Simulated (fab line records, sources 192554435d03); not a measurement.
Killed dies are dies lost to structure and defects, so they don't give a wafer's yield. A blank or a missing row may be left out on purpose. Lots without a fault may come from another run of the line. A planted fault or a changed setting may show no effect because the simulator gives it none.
Which tool did it? | flow n5_finfet | 24 lots, 72 wafers sampled, at 2 steps of a route of 1938

WHAT THE GAUGES READ, wafer by wafer
N5_BEOL_M1_RS_MEAS_58: measures by four-point-probe.
lot  | measured     | on            | M1_RS (ohm/sq)
L074 | day 6 23:29  | film_metro-01 | 0.66 0.65 0.68
L075 | day 7 02:37  | film_metro-01 | 0.77 0.69 0.70
L076 | day 7 04:13  | film_metro-02 | 0.75 0.72 0.71
L077 | day 7 07:41  | film_metro-02 | 0.70 0.65 0.67
L078 | day 7 10:27  | film_metro-02 | 0.67 0.68 0.66
L079 | day 7 21:30  | film_metro-02 | 0.74 0.74 0.69
L080 | day 8 09:12  | film_metro-02 | 0.70 0.71 0.63
L081 | day 8 17:38  | film_metro-01 | 0.68 0.72 0.71
L082 | day 8 21:39  | film_metro-02 | 0.79 0.65 0.73
L083 | day 9 01:34  | film_metro-01 | 0.67 0.70 0.63
L085 | day 9 01:38  | film_metro-01 | 0.65 0.70 0.62
L084 | day 9 08:17  | film_metro-01 | 0.69 0.72 0.67
L086 | day 9 12:39  | film_metro-02 | 0.68 0.67 0.63
L088 | day 9 23:17  | film_metro-02 | 0.76 0.78 0.68
L087 | day 10 10:30 | film_metro-02 | 0.69 0.73 0.65
L089 | day 10 13:07 | film_metro-02 | 0.75 0.72 0.69
L090 | day 10 23:09 | film_metro-02 | 0.76 0.87 0.69
L091 | day 11 02:26 | film_metro-02 | 0.69 0.72 0.76
L092 | day 11 12:56 | film_metro-01 | 0.73 0.64 0.75
L094 | day 11 20:32 | film_metro-02 | 0.64 0.79 0.74
L093 | day 11 22:11 | film_metro-01 | 0.73 0.61 0.69
L096 | day 11 23:47 | film_metro-02 | 0.62 0.75 0.67
L095 | day 12 01:31 | film_metro-02 | 0.67 0.70 0.73
L097 | day 12 08:57 | film_metro-01 | 0.69 0.73 0.66

N5_BEOL_M1_INSPECT_59: inspects for defects (darkfield).
lot  | measured     | on                | raw_defect_count
L074 | day 6 23:31  | defect_inspect-01 | 52 42 73
L075 | day 7 02:38  | defect_inspect-01 | 80 59 68
L076 | day 7 04:14  | defect_inspect-02 | 71 92 87
L077 | day 7 07:43  | defect_inspect-01 | 95 49 46
L078 | day 7 10:29  | defect_inspect-01 | 58 58 73
L079 | day 7 21:31  | defect_inspect-02 | 58 30 51
L080 | day 8 09:14  | defect_inspect-01 | 72 80 90
L081 | day 8 17:40  | defect_inspect-01 | 112 97 145
L082 | day 8 21:40  | defect_inspect-01 | 35 67 31
L083 | day 9 01:36  | defect_inspect-01 | 75 59 82
L085 | day 9 01:40  | defect_inspect-02 | 68 66 70
L084 | day 9 08:19  | defect_inspect-01 | 84 68 59
L086 | day 9 12:40  | defect_inspect-01 | 47 58 64
L088 | day 9 23:19  | defect_inspect-02 | 50 47 31
L087 | day 10 10:32 | defect_inspect-02 | 96 92 69
L089 | day 10 13:08 | defect_inspect-01 | 43 50 81
L090 | day 10 23:11 | defect_inspect-01 | 80 78 67
L091 | day 11 02:28 | defect_inspect-02 | 61 87 103
L092 | day 11 12:57 | defect_inspect-01 | 81 123 77
L094 | day 11 20:34 | defect_inspect-02 | 81 80 79
L093 | day 11 22:13 | defect_inspect-01 | 63 107 118
L096 | day 11 23:49 | defect_inspect-02 | 53 43 58
L095 | day 12 01:32 | defect_inspect-02 | 59 78 88
L097 | day 12 08:58 | defect_inspect-02 | 53 46 77

WHICH TOOL RAN EACH LOT (tool, then ch and the chambers of the sampled wafers, then the start)
The record holds no process step before these readings.

WHAT THE TOOLS THEMSELVES READ (means of the sampled wafers that have a number; where no wafer has one, the mark that the record gives instead)
The record holds no such reading with a usual standard deviation.

THE ANSWER, worked out from the rows above alone
Rule: what is usual is taken from the lots themselves. Put in order of their means at a reading, lots are off if they are a third of the lots or fewer, leave a main group of 4 or more, and stand apart from it by a gap of 3 or more times the standard deviation of the main group's means; of several such gaps the widest counts. A main group whose means are all the same, to the digits that the tables above print for the reading, isn't used. A lot without any number at a reading at which 4 lots or more have one is off too. The other lots that the step has rows for count as sound. The gauges are gone through in route order, then the tools' own readings, and for those a lot's mean is taken as printed above. The first step at which some lot is off is used, and at that step the reading that is off furthest; a lot without a number counts as furthest.
No lot is off at any reading shown: from this, nothing can be told.

WHAT THE SIMULATOR HAD PUT IN
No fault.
